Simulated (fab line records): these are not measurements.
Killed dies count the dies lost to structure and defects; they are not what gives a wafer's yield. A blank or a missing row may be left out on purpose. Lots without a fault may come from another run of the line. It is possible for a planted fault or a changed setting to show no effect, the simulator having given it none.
Matching of chambers	flow n5_finfet	N5_BEOL_M5_ETCH_61 on rie_diel-03 has 4 sister chambers
The step etches SiARC in CF4, target depth 15.6 nm, time 26 s. 4 wafers are shown with their chamber, then 11 later ones without.

== WAFERS WITH THEIR CHAMBER ==
wafer	chamber	showerhead_plenum_p_Torr (Torr)
L091.2	1	2.10
L094.1	0	2.15
L094.4	3	2.04
L093.1	2	2.13

== WAFERS WHOSE CHAMBER IS MISSING ==
wafer	showerhead_plenum_p_Torr (Torr)
L093.2	2.10
L093.4	2.15
L096.1	2.09
L096.2	2.12
L096.3	2.03
L096.4	2.15
L096.5	2.09
L096.6	2.15
L097.1	2.12
L097.4	2.15
L097.5	2.15

== WHICH CHAMBER EACH ONE RAN IN ==
wafer	from the rows above	in truth
L093.2	1	1
L093.4	0	0
L096.1	1	1
L096.2	can't be placed: 2 or 1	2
L096.3	3	3
L096.4	0	0
L096.5	1	1
L096.6	0	0
L097.1	can't be placed: 2 or 1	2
L097.4	0	0
L097.5	0	0
Correct placement for 9 of the 11. These rows do not allow placing 2 (true chamber among the candidates in 2). Placed wrongly: 0.
How it was worked out, from the rows above alone: a wafer's distance from a chamber is the root of the sum, over the readings, of the square of ((its reading less the chamber's mean) divided by the reading's scatter). If the next closest chamber is less than 2 further off than the closest, the wafer can't be placed; otherwise it belongs to the closest. Each chamber's mean is taken over the wafers shown for it. The scatter (one wafer shown for each chamber): square how far every hidden wafer sits from the nearest shown wafer, average those squares and take the square root.
